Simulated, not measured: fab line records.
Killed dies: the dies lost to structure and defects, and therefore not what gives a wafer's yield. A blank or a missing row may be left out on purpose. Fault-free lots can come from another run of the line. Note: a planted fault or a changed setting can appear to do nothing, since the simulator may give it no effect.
fab line records + flow n5-finfet
record
- lots=4
- wafers=12
- last-day=16
route steps=1938 shown FIN_SAQP@131 FIN_CUT@154 BEOL_M4@1111 PASSIVATION@1936
lots untouched by any fault: they come from a run of this same line in which no faults occurred
start-h: hours from the record's opening day to when the first of the lot's shown wafers began + wait-h: time in hours since the lot's previous step + " repeats the value in the row above + L1.1+2: one row covering several wafers at once + - either no value or no given start + * or withheld: withheld + < > ~ a bound
route shown NAME@n: names a module that has steps shown in the file, with the first one's number in the route + usual: mean and standard deviation over wafers with no fault + same: alike in all rows + chamber/n: place in a boat + sites: each site's reading + _std_site: their standard deviation + _edge_site: inner sites' mean taken away from outer sites' mean + radius-mm: how far each site lies from the wafer's centre + mask NAME#n: copy n + behind: tool/chamber where the wafer was last shaped + hold: cause of the lot's hold/its duration in hours/its outcome + device: transistor that didn't switch, given as n, p or np + end of line: tests of these same wafers at the route's end + where a step has no rows: the recipe by itself + killed: at the first sort, the dies lost to defects and structure; wafer yield is something else + map: a wafer's dies, x killed, . not, _ none there
set.NAME: the setting the step ran with; set.NAME@STEP: the setting that earlier step ran with + model.NAME: the simulator's own value behind a step, which no gauge read
certain route steps with their lots: each step a table, each wafer a row
## steps
# step N5_FIN_SAQP_MANDREL_ETCH_58
# recipe
- chemistry=HBr/Cl2
- target=a-Si
- target-depth-a=450
- bt-time-s=10
- stop-on=SiNx
- mask-material=SiO2
- over-etch-frac=0.8
- time-s=27
- pressure-mtorr=10
- icp-w=800
- bias-w=75
- HBr_flow_sccm=150
- Cl2_flow_sccm=80
- ends=end-point
# step N5_FIN_SAQP_RECESS_63
# recipe
- chemistry=HF/NH3
- target=SiO2
- target-depth-a=180
- afs-cycles=3
- temp-c=30
- sublimation-temp-c=180
- sublimation-time-s=60
# step N5_FIN_SAQP_COAT_68
# recipe
- resist=SOC
- temp-c=250
- time-s=60
- spin-rpm=1500
- resist-thk-nm=100
# step N5_FIN_SAQP_ETCH_69
# recipe
- chemistry=N2/H2
- target=SOC
- target-depth-a=1500
- stop-on=SiNx
- ion-energy-ev=100
- bias-w=61
- pressure-mtorr=30
- source-w=850
- n2-flow-sccm=200
- h2-flow-sccm=200
# step N5_FIN_SAQP_ETCH_67
# recipe
- chemistry=CH3F/O2
- target=SiNx
- target-depth-a=300
- mask-material=SOC
- pressure-mtorr=30
- source-w=395
- bias-w=73
- Ar_flow_sccm=150
- CH3F_flow_sccm=30
- O2_flow_sccm=20
- ion-energy-ev=120
# step N5_FIN_SAQP_STRIP_70
# recipe
- chemistry=N2/H2
- power-w=500
- temp-c=40
- pressure-mtorr=50
- rf-frequency-hz=6e+07
- overash-fraction=0.3
- bias-power-w=28
- h2-frac=0.5
- n2-flow-sccm=300
- h2-flow-sccm=300
# step N5_FIN_SAQP_RECESS_71
# recipe
- chemistry=HF/NH3
- target=SiO2
- target-depth-a=30
- afs-cycles=1
- temp-c=30
- sublimation-temp-c=180
- sublimation-time-s=60
# step N5_FIN_SAQP_SPACER2_ALD_28
# recipe
- material=SiO2
- target-thk-a=81
- temp-c=300
- ald-precursor-family=BDEAS
- ald-co-reactant=O2-plasma
- pulse-time-s=1
- purge-time-s=2
- co-reactant-purge-time-s=2
- pressure-torr=2
# step N5_FIN_SAQP_SPACER2_ETCHBACK_29
# recipe
- chemistry=CHF3/O2
- mode=anisotropic-etchback
- target=SiO2
- target-depth-a=122
- time-s=6.1
- pressure-mtorr=30
- source-w=650
- bias-w=170
- Ar_flow_sccm=200
- CHF3_flow_sccm=50
- O2_flow_sccm=5
- ion-energy-ev=200
# step N5_FIN_SAQP_MANDREL2_REMOVE_60
# recipe
- chemistry=HBr/Cl2/O2
- bt-time-s=10
- target=a-Si
- stop-on=SiNx
- endpoint=OES-SiCl
- over-etch-frac=1
- icp-w=600
- bias-w=22
- HBr_flow_sccm=150
- Cl2_flow_sccm=80
- O2_flow_sccm=5
- pressure-mtorr=10
# step N5_FIN_SAQP_HM_OPEN_33
# recipe
- chemistry=CH3F/O2
- target=SiNx
- mask-material=SiO2
- target-depth-a=494
- time-s=70.6
- pressure-mtorr=30
- source-w=395
- bias-w=73
- Ar_flow_sccm=150
- CH3F_flow_sccm=30
- O2_flow_sccm=20
- ion-energy-ev=120
- ends=cleared
# step N5_FIN_SAQP_ETCH_34
# recipe
- chemistry=C4F6/O2
- target=SiO2
- target-depth-a=450
- time-s=15
- ion-energy-ev=250
- pressure-mtorr=30
- source-w=345
- bias-w=185
- Ar_flow_sccm=300
- C4F6_flow_sccm=10
- O2_flow_sccm=10
- ends=cleared
# usual
- drypump-motor-current-A=5.7/0.59
- etch-rf-on-time-s=14.92/0.18
- oes-product-au=0.65/0.057
- rf-vpp-V=674/18
- showerhead-plenum-p-Torr=2.85/0.1
- throttle-valve-pct=21.18/0.3
| lot.wafer | tool        | chamber | start-h | wait-h | drypump-motor-current-A | etch-rf-on-time-s | oes-product-au | rf-hours-counter-h | rf-vpp-V | showerhead-plenum-p-Torr | throttle-valve-pct |
|-----------|-------------|---------|---------|--------|-------------------------|-------------------|----------------|--------------------|----------|--------------------------|--------------------|
| L206.4    | rie-diel-04 | 2       | 75.88   | 0.0    | 5.7                     | 14.79             | 0.60           | 219                | 689      | 2.77                     | 21.04              |
| L206.5    | "           | 3       | "       | "      | 6.2                     | 14.90             | 0.69           | -                  | 685      | 2.79                     | 21.45              |
| L206.6    | "           | 0       | "       | "      | 6.7                     | 14.91             | 0.66           | -                  | 698      | 2.96                     | 21.02              |
| L212.2    | rie-diel-04 | 3       | 110.22  | 0.0    | 6.2                     | 15.00             | 0.68           | 97                 | 684      | 2.79                     | 21.47              |
| L212.4    | "           | 1       | "       | "      | 5.9                     | 14.77             | 0.62           | 209                | 651      | 2.95                     | 21.74              |
| L212.6    | "           | 2       | "       | "      | 5.7                     | 15.04             | 0.58           | -                  | 686      | 2.77                     | 21.05              |
| L213.1    | rie-diel-04 | 2       | 116.70  | 0.0    | 5.7                     | 14.94             | 0.58           | 233                | 689      | 2.77                     | 21.06              |
| L213.2    | "           | 1       | "       | "      | 5.9                     | 14.73             | 0.61           | 212                | 651      | 2.95                     | 21.76              |
| L213.3    | "           | 0       | "       | "      | 6.7                     | 15.21             | 0.64           | 162                | 696      | 2.95                     | 21.03              |
| L216.1    | rie-diel-06 | 3       | 134.74  | 0.0    | 5.8                     | 14.79             | 0.70           | 78                 | 695      | 2.87                     | 20.94              |
| L216.3    | "           | 2       | "       | "      | 5.1                     | 14.94             | 0.69           | 71                 | 687      | 3.04                     | 20.93              |
| L216.4    | "           | 0       | "       | "      | 6.3                     | 14.77             | 0.60           | -                  | 651      | 2.79                     | 21.41              |
# step N5_FIN_SAQP_STRIP_77
# recipe
- chemistry=N2/H2
- time-s=90
- power-w=100
- temp-c=40
- pressure-mtorr=100
- rf-frequency-hz=6e+07
- bias-power-w=3
- n2-flow-sccm=300
- h2-flow-sccm=300
# step N5_FIN_SAQP_ETCH_64
# recipe
- chemistry=CF4
- target=SiO2
- target-depth-a=15
- ion-energy-ev=350
- pressure-mtorr=10
- icp-w=800
- bias-w=400
- cf4-flow-sccm=80
# step N5_FIN_SAQP_FIN_ETCH_36
# recipe
- chemistry=HBr/Cl2/O2
- target-depth-a=1200
- mask-material=SiNx
- time-s=50.4
- bias-w=102
- pressure-mtorr=10
- icp-w=800
- HBr_flow_sccm=150
- Cl2_flow_sccm=80
- O2_flow_sccm=12
# step N5_FIN_SAQP_PRECLEAN_38
# recipe
- chemistry=O3/DIW
- time-s=45
- temp-c=22
- o3-ppm=10
# step N5_FIN_SAQP_PRECLEAN_45
# recipe
- chemistry=dHF
- time-s=10
- dilution=500:1
- temp-c=25
# step N5_FIN_SAQP_SRD_39
# recipe
- dry=ipa-marangoni
- time-s=30
- temp-c=23
- rinse-liquid=diw
# step N5_FIN_SAQP_INSPECT_40
# recipe
- inspect-instrument=brightfield
- mode=aei
# usual
- raw-defect-count=228/68
| lot.wafer | tool              | chamber | start-h | wait-h | raw-defect-count |
|-----------|-------------------|---------|---------|--------|------------------|
| L206.4    | defect-inspect-01 | -       | 76.35   | 0.0    | 309              |
| L206.5    | "                 | -       | "       | "      | 200              |
| L206.6    | "                 | -       | "       | "      | 377              |
| L212.2    | defect-inspect-01 | -       | 110.69  | 0.0    | 290              |
| L212.4    | "                 | -       | "       | "      | 205              |
| L212.6    | "                 | -       | "       | "      | 854              |
| L213.1    | defect-inspect-02 | -       | 117.17  | 0.0    | 1019             |
| L213.2    | "                 | -       | "       | "      | 227              |
| L213.3    | "                 | -       | "       | "      | 332              |
| L216.1    | defect-inspect-01 | -       | 135.21  | 0.0    | 173              |
| L216.3    | "                 | -       | "       | "      | 266              |
| L216.4    | "                 | -       | "       | "      | 311              |
# step N5_FIN_CUT_COAT_18
# recipe
- resist=SOC
- temp-c=250
- time-s=60
- spin-rpm=1500
- resist-thk-nm=230
# step N5_FIN_CUT_COAT_19
# recipe
- resist=SiARC
- temp-c=220
- time-s=60
- spin-rpm=1500
- resist-thk-nm=20
# step N5_FIN_CUT_COAT_29
# recipe
- resist=underlayer
- temp-c=205
- time-s=60
- spin-rpm=1500
- resist-thk-nm=10
# step N5_FIN_CUT_COAT_02
# recipe
- resist=CAR-EUV
- spin-rpm=1500
- resist-thk-nm=30
# step N5_FIN_CUT_EBR_04
# recipe
- solvent=PGMEA
- ebr-width-mm=1.5
# step N5_FIN_CUT_SOFTBAKE_03
# recipe
- temp-c=110
- time-s=60
- resist=CAR-EUV
# step N5_FIN_CUT_EXPOSE_05
# recipe
- mask-id=FIN_CUT
- na=0.33
- source-shape=annular
- sigma-inner=0.35
- sigma-outer=0.8
- polarization=unpolarized
- dose-mj=45.75
# step N5_FIN_CUT_PEB_06
# recipe
- peb-temp-c=100
- peb-time-s=60
- resist=CAR-EUV
# step N5_FIN_CUT_DEVELOP_07
# recipe
- develop-time-s=30
- developer=TMAH
- resist=CAR-EUV
- rinse-liquid=surfactant-rinse
- dry=air-spin
- dev-temp-c=23
# step N5_FIN_CUT_INSPECT_10
# recipe
- mode=adi
- inspect-instrument=brightfield
# usual
- raw-defect-count=41/12
| lot.wafer | tool              | chamber | start-h | wait-h | raw-defect-count |
|-----------|-------------------|---------|---------|--------|------------------|
| L206.4    | defect-inspect-02 | -       | 77.79   | 0.0    | 47               |
| L206.5    | "                 | -       | "       | "      | 24               |
| L206.6    | "                 | -       | "       | "      | 59               |
| L212.2    | defect-inspect-02 | -       | 111.21  | 0.0    | 38               |
| L212.4    | "                 | -       | "       | "      | 23               |
| L212.6    | "                 | -       | "       | "      | 667              |
| L213.1    | defect-inspect-02 | -       | 117.56  | 0.1    | 741              |
| L213.2    | "                 | -       | "       | "      | 29               |
| L213.3    | "                 | -       | "       | "      | 57               |
| L216.1    | defect-inspect-01 | -       | 135.60  | 0.1    | 28               |
| L216.3    | "                 | -       | "       | "      | 46               |
| L216.4    | "                 | -       | "       | "      | 58               |
# step N5_FIN_CUT_DESCUM_13
# recipe
- chemistry=O2
- time-s=7
- source-power-w=50
- bias-power-w=20
- pressure-mtorr=20
- rf-frequency-hz=2.712e+07
- temp-c=40
- resist=CAR-EUV
- o2-flow-sccm=225
# step N5_FIN_CUT_ETCH_30
# recipe
- chemistry=N2/H2
- target=underlayer
- target-depth-a=130
- mask-material=CAR-EUV
- time-s=10.4
- ion-energy-ev=200
- pressure-mtorr=30
- source-w=840
- bias-w=150
- n2-flow-sccm=200
- h2-flow-sccm=200
- ends=cleared
# step N5_FIN_CUT_ETCH_20
# recipe
- chemistry=CF4
- target=SiARC
- target-depth-a=260
- mask-material=CAR-EUV
- time-s=43.3
- ion-energy-ev=80
- pressure-mtorr=40
- source-w=545
- bias-w=36
- Ar_flow_sccm=100
- cf4-flow-sccm=100
- ends=cleared
# step N5_FIN_CUT_ETCH_21
# recipe
- chemistry=N2/H2
- target=SOC
- target-depth-a=2190
- overetch-a=438
- mask-material=SiARC
- temp-c=40
- ion-energy-ev=100
- bias-w=61
- time-s=523.5
- pressure-mtorr=30
- source-w=850
- n2-flow-sccm=200
- h2-flow-sccm=200
# step N5_FIN_CUT_STRIP_23
# recipe
- chemistry=N2/H2
- temp-c=40
- n2-flow-sccm=200
- h2-flow-sccm=200
- rf-frequency-hz=6e+07
# step N5_FIN_CUT_STRIP_31
# recipe
- chemistry=N2/H2
- temp-c=40
- n2-flow-sccm=200
- h2-flow-sccm=200
- rf-frequency-hz=6e+07
# step N5_FIN_CUT_STRIP_24
# recipe
- chemistry=CF4
- resist=SiARC
- power-w=300
- bias-power-w=75
- pressure-mtorr=50
- cf4-flow-sccm=150
- rf-frequency-hz=6e+07
# step N5_FIN_CUT_INSPECT_17
# recipe
- inspect-instrument=brightfield
- mode=aei
# usual
- raw-defect-count=235/70
| lot.wafer | tool              | chamber | start-h | wait-h | raw-defect-count |
|-----------|-------------------|---------|---------|--------|------------------|
| L206.4    | defect-inspect-01 | -       | 78.80   | 0.0    | 327              |
| L206.5    | "                 | -       | "       | "      | 216              |
| L206.6    | "                 | -       | "       | "      | 388              |
| L212.2    | defect-inspect-02 | -       | 112.15  | 0.0    | 240              |
| L212.4    | "                 | -       | "       | "      | 165              |
| L212.6    | "                 | -       | "       | "      | 817              |
| L213.1    | defect-inspect-01 | -       | 118.59  | 0.0    | 1096             |
| L213.2    | "                 | -       | "       | "      | 283              |
| L213.3    | "                 | -       | "       | "      | 360              |
| L216.1    | defect-inspect-01 | -       | 136.62  | 0.0    | 172              |
| L216.3    | "                 | -       | "       | "      | 265              |
| L216.4    | "                 | -       | "       | "      | 314              |
# step N5_BEOL_M4_RC_MEAS_101
# usual
- DIBL_N=36.8/2.2
- DIBL_P=37.0/2.8
- IOFF_N=0.18/0.043
- IOFF_P=0.23/0.05
- ION_N=680/14
- ION_P=466/9.1
- SS_N=71.7/0.74
- SS_P=73.5/0.79
- VT_N=248/4
- VT_P=-249/4.1
| lot.wafer | tool      | chamber | start-h | wait-h | DIBL_N[mV/V] | DIBL_P[mV/V] | IOFF_N[nA/um] | IOFF_P[nA/um] | ION_N[uA/um] | ION_P[uA/um] | SS_N[mV/dec] | SS_P[mV/dec] | VT_N[mV] | VT_P[mV] |
|-----------|-----------|---------|---------|--------|--------------|--------------|---------------|---------------|--------------|--------------|--------------|--------------|----------|----------|
| L206.4    | prober-02 | 0       | 224.91  | 0.5    | 36.1         | 39.6         | 0.17          | 0.24          | 676          | 466          | 71.0         | 73.6         | 247      | -250     |
| L206.5    | "         | 0       | "       | "      | 32.4         | 34.2         | 0.11          | 0.16          | 667          | 463          | 70.9         | 72.0         | 252      | -252     |
| L206.6    | "         | 0       | "       | "      | 37.6         | 40.8         | 0.19          | 0.26          | 672          | 464          | 72.2         | 74.1         | 247      | -249     |
| L213.1    | prober-01 | 0       | 253.26  | 0.0    | 31.9         | 30.1         | 0.09          | 0.16          | 634          | 451          | 70.6         | 73.1         | 260      | -252     |
| L213.2    | "         | 0       | "       | "      | 35.7         | 34.7         | 0.15          | 0.23          | 674          | 467          | 71.0         | 73.3         | 250      | -249     |
| L213.3    | "         | 0       | "       | "      | 36.2         | 35.9         | 0.16          | 0.24          | 673          | 468          | 71.7         | 73.4         | 249      | -247     |
| L212.2    | prober-02 | 0       | 254.20  | 0.2    | 36.5         | 36.8         | 0.20          | 0.22          | 689          | 465          | 70.9         | 73.4         | 245      | -252     |
| L212.4    | "         | 0       | "       | "      | 36.2         | 36.5         | 0.18          | 0.22          | 692          | 471          | 71.5         | 73.1         | 245      | -249     |
| L212.6    | "         | 0       | "       | "      | 34.8         | 35.1         | 0.16          | 0.19          | 686          | 470          | 71.2         | 72.8         | 247      | -251     |
| L216.1    | prober-02 | 0       | 284.65  | 0.0    | 37.2         | 37.6         | 0.20          | 0.25          | 696          | 467          | 71.5         | 73.6         | 247      | -246     |
| L216.3    | "         | 0       | "       | "      | 32.5         | 31.7         | 0.10          | 0.16          | 656          | 455          | 69.9         | 72.0         | 255      | -254     |
| L216.4    | "         | 0       | "       | "      | 34.2         | 33.8         | 0.13          | 0.18          | 664          | 459          | 70.6         | 72.0         | 249      | -253     |
# step N5_PASSIVATION_PROBE_49
# usual
- defect-limited-yield=91.4/1.5
- killed_at_M0_to_M3=36/11
- killed_at_M4_up=14/6
- killed-at-contacts=11/6
- killed-at-front-end=37/11
- killed-at-other=4/3.4
- killed-dies=102/18
- killed-open=66/13
- killed-short=34/7.8
- sort_bin_5_function=5.0/0.97
- sort_bin_6_memory=3.2/0.7
- sort_bin_8_speed=0.0/0.38
- sort-n-pass=1078/19
- sort-yield-pct=91.3/1.6
# same
- gross-dies=1180
- killed-at-back-side=0
- sort_bin_4_leakage[%]=0
| lot.wafer | tool      | chamber | start-h | wait-h | defect-limited-yield[%] | killed_at_M0_to_M3 | killed_at_M4_up | killed-at-contacts | killed-at-front-end | killed-at-other | killed-dies | killed-open | killed-short | sort_bin_5_function[%] | sort_bin_6_memory[%] | sort_bin_8_speed[%] | sort-n-pass | sort-yield-pct[%] |
|-----------|-----------|---------|---------|--------|-------------------------|--------------------|-----------------|--------------------|---------------------|-----------------|-------------|-------------|--------------|------------------------|----------------------|---------------------|-------------|-------------------|
| L213.1    | prober-02 | -       | 352.94  | 0.0    | 80.1                    | 41                 | 17              | 9                  | 161                 | 7               | 235         | 55          | 47           | 12.6                   | 4.7                  | 3.6                 | 903         | 76.5              |
| L212.6    | prober-02 | -       | 359.46  | 0.7    | 79.7                    | 42                 | 20              | 11                 | 165                 | 2               | 240         | 72          | 35           | 12.6                   | 5.1                  | 0                   | 940         | 79.7              |
# killed by level:class
L213.1 FIN_SAQP:unspecified=132 BEOL_M4:geometric-particle:open=8 BEOL_M3:geometric-particle:open=8 FIN_SAQP:geometric-particle:short=7 MOL_CONTACT_COAG:geometric-particle:open=7 BEOL_M0_SAQP:geometric-particle:short=7 STI_FIN_REVEAL:geometric-particle:open=6 BEOL_M2:geometric-particle:short=6
L212.6 FIN_SAQP:unspecified=130 BEOL_M0_SAQP:geometric-particle:open=11 FIN_SAQP:geometric-particle:short=10 BEOL_M3:geometric-particle:open=10 MOL_CONTACT_COAG:geometric-particle:open=7 BEOL_M0_SAQP:geometric-particle:short=7 BEOL_M5:geometric-particle:open=7 BEOL_M2:geometric-particle:open=6
# map L212.6 (x killed, . not)
_________________......x.....________________
______________.................._____________
___________....xx..................__________
__________................x........x_________
________....x..................xx....._______
_______xx.x..x........................x______
______.............x.x..............xx.._____
_____x..x..x.................x...x.......____
____..x....x....x...x...x.x...............___
___..xx..........x...........x..x..........__
___............x.x..x...x.x.........x......__
__.........x.....xx.x...x......x............_
__...x.....xx.xxxx.xxxxx...................._
_x..........xx.xxxxxxxxx..x............x.x...
_...........xxxxxxxxxxxxx....................
_......x..x.xxxxxxxxxxxxx............x.x.....
_.x........xxxxxxxxxxxxxxx.............x.....
_....x......xxxxxxxxxxxx.x...x..x............
_......xxx.xxxxxxxxxxxxxx................xx.x
_..........x.xxxxxxxxxx.xx.........x.........
_x...........x.xxxxxxxxx.xx...x...........x..
__..........xxxxxxx.x..x..x.xx.......x......_
__.........x...x...x.x...............x......_
___..x............x.....x.x........x.......__
___.....xx.x........x......................__
____.....x.............................x..___
_____.....x...................x....xx....____
______x...............................x._____
_______.....xx...x.x....x.......x..x..x______
________................x............._______
__________.......x.xxx.............x_________
___________.....x..................__________
______________x.x........x..x..._____________
_________________..x.x.......________________
# map L213.1 (x killed, . not)
_________________...x.....xx.________________
______________..x........x.....x_____________
___________.xx...x.....x...........__________
__________........x.........x......._________
________...............x.............._______
_______...x.....x........x......x....x.______
______....x................x..x....x...._____
_____......x........................xxx..____
____...........x....x.................x...___
___........................x...............__
___.x.....x.x.x.x..x.......x.......x.......__
__..........x..xxx.x...x...................x_
__x.........x.x.xxxxx...x..........x........_
_......xx..xxxxxxxxxxxxxx...x..x.............
_....x....x..xxxxxxxxx.x................xx...
_...x.......xxxxxxxxxxxx.x..x...x..x.........
_.......x.x.xxxxxxxxxxxx.x...............x...
_.......x.xxxxxxxxxxxxxxx...............x....
_x..........xxxxxxxxxxxx.............xx...x..
_.......xx.xxxxxxxxxxx..x.............x......
_.....xx.....xxxxxxx.xxxx..x.......x...x..x..
__.x....x...x.xxxxxxxx....x................._
__x..........x.xxx..xx...x.x.x.............x_
___.......x.....x..x..x........x..x........__
___.................x..x.......x......xx...__
____.......x...x...............x..........___
_____............x.......................____
______........x..............x.........._____
_______x.....x.........................______
________....................x..x......_______
__________.....x.......x............_________
___________........................__________
______________x.......x..x......_____________
_________________........x...________________
## key
first-sign
- step=N5_FIN_SAQP_INSPECT_40
- reading=raw-defect-count
- direction=up
- sigmas=10
- usual=228
- struck=936
effect
- step=N5_FIN_CUT_INSPECT_10
- reading=raw-defect-count
- direction=up
- sigmas=54
- usual=41
- struck=704
effect
- step=N5_FIN_CUT_INSPECT_17
- reading=raw-defect-count
- direction=up
- sigmas=10
- usual=235
- struck=956
effect
- step=N5_PASSIVATION_PROBE_49
- reading=killed-at-front-end
- direction=up
- sigmas=11
- usual=37
- struck=163
more-kills-born-at
- N5_FIN_SAQP_ETCH_34@rie-diel-04=262
met-at N5_FIN_SAQP_ETCH_34
struck-wafers L212.6,L213.1
onset-between 75.88 110.22
fault
- kind=chamber-particle-source
- tool=rie-diel-04
- chamber=2
- onset-h=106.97
- steps=N5_FIN_SAQP_ETCH_34
- rate-per-visit-cm2=1.0448
- end-h=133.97
